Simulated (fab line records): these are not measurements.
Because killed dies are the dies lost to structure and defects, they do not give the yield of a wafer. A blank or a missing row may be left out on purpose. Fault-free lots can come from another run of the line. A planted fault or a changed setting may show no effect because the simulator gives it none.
Chamber matching / flow nandHarc / NHARC_A_WL_FILL_ALD_10 on aldHk-03 has 4 sister chambers
The step deposits SiO2, target thk 50 nm, pulse time 10 s, ald cycles 500. 24 wafers are shown with their chamber, then 12 later ones without.

== WAFERS WITH THEIR CHAMBER ==
wafer=L074.2; chamber=3; heaterPowerW (W)=436; precursorPulseHeightRel=1.003
wafer=L074.5; chamber=2; heaterPowerW (W)=477; precursorPulseHeightRel=0.983
wafer=L074.6; chamber=3; heaterPowerW (W)=438; precursorPulseHeightRel=1.003
wafer=L078.2; chamber=0; heaterPowerW (W)=478; precursorPulseHeightRel=0.998
wafer=L078.3; chamber=3; heaterPowerW (W)=436; precursorPulseHeightRel=0.987
wafer=L078.6; chamber=2; heaterPowerW (W)=477; precursorPulseHeightRel=1.000
wafer=L079.3; chamber=0; heaterPowerW (W)=480; precursorPulseHeightRel=1.005
wafer=L079.4; chamber=3; heaterPowerW (W)=448; precursorPulseHeightRel=1.005
wafer=L079.5; chamber=3; heaterPowerW (W)=442; precursorPulseHeightRel=0.992
wafer=L081.2; chamber=1; heaterPowerW (W)=492; precursorPulseHeightRel=0.983
wafer=L081.3; chamber=3; heaterPowerW (W)=437; precursorPulseHeightRel=0.994
wafer=L081.5; chamber=2; heaterPowerW (W)=483; precursorPulseHeightRel=1.010
wafer=L080.1; chamber=3; heaterPowerW (W)=450; precursorPulseHeightRel=1.018
wafer=L080.3; chamber=1; heaterPowerW (W)=505; precursorPulseHeightRel=0.985
wafer=L080.5; chamber=3; heaterPowerW (W)=455; precursorPulseHeightRel=0.998
wafer=L083.1; chamber=3; heaterPowerW (W)=449; precursorPulseHeightRel=1.010
wafer=L083.2; chamber=2; heaterPowerW (W)=481; precursorPulseHeightRel=1.018
wafer=L083.6; chamber=3; heaterPowerW (W)=435; precursorPulseHeightRel=0.994
wafer=L089.1; chamber=1; heaterPowerW (W)=493; precursorPulseHeightRel=1.010
wafer=L089.4; chamber=0; heaterPowerW (W)=457; precursorPulseHeightRel=1.013
wafer=L089.5; chamber=1; heaterPowerW (W)=506; precursorPulseHeightRel=1.005
wafer=L088.1; chamber=1; heaterPowerW (W)=508; precursorPulseHeightRel=1.007
wafer=L088.5; chamber=0; heaterPowerW (W)=469; precursorPulseHeightRel=0.993
wafer=L088.6; chamber=3; heaterPowerW (W)=449; precursorPulseHeightRel=0.969

SIGNATURES (averages over the wafers above)
reading=heaterPowerW; chamber 0=471.00; chamber 1=500.80; chamber 2=479.50; chamber 3=443.18; scatter within a chamber=7.43
reading=precursorPulseHeightRel; chamber 0=1.00225; chamber 1=0.99800; chamber 2=1.00275; chamber 3=0.99755; scatter within a chamber=0.0127
Rule: for each reading, subtract the chamber's mean from the wafer's reading, divide by that reading's scatter and square the result; add these up over the readings and take the root, which gives the wafer's distance from the chamber. The wafer belongs to the nearest chamber; if the next one is less than 2 further off, it can't be placed. The scatter: take each reading less its chamber's mean, square it, sum over the shown wafers, divide by the number of wafers less the number of chambers, and take the root.

== WAFERS WITHOUT THEIR CHAMBER ==
wafer=L092.2; heaterPowerW (W)=462; precursorPulseHeightRel=1.031
wafer=L092.3; heaterPowerW (W)=446; precursorPulseHeightRel=0.995
wafer=L092.4; heaterPowerW (W)=481; precursorPulseHeightRel=1.010
wafer=L093.3; heaterPowerW (W)=487; precursorPulseHeightRel=1.033
wafer=L093.5; heaterPowerW (W)=457; precursorPulseHeightRel=0.969
wafer=L093.6; heaterPowerW (W)=479; precursorPulseHeightRel=1.014
wafer=L094.1; heaterPowerW (W)=485; precursorPulseHeightRel=1.042
wafer=L094.4; heaterPowerW (W)=466; precursorPulseHeightRel=0.987
wafer=L094.5; heaterPowerW (W)=489; precursorPulseHeightRel=0.991
wafer=L097.1; heaterPowerW (W)=516; precursorPulseHeightRel=1.003
wafer=L097.3; heaterPowerW (W)=476; precursorPulseHeightRel=0.991
wafer=L097.6; heaterPowerW (W)=464; precursorPulseHeightRel=1.004

== WHICH CHAMBER EACH ONE RAN IN ==
wafer=L092.2; from the rows above=can't be placed: 0 or 2 or 3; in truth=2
wafer=L092.3; from the rows above=3; in truth=3
wafer=L092.4; from the rows above=can't be placed: 2 or 0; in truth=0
wafer=L093.3; from the rows above=can't be placed: 2 or 0 or 1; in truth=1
wafer=L093.5; from the rows above=can't be placed: 3 or 0 or 2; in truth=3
wafer=L093.6; from the rows above=can't be placed: 2 or 0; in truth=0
wafer=L094.1; from the rows above=can't be placed: 2 or 0 or 1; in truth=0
wafer=L094.4; from the rows above=can't be placed: 0 or 2 or 3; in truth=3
wafer=L094.5; from the rows above=can't be placed: 2 or 1 or 0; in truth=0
wafer=L097.1; from the rows above=1; in truth=1
wafer=L097.3; from the rows above=can't be placed: 2 or 0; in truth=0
wafer=L097.6; from the rows above=can't be placed: 0 or 2 or 3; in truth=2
2 of 12 placed correctly. Cannot be placed on the basis of these rows: 10; the candidates contain the true chamber in 10. Wrongly placed: 0.
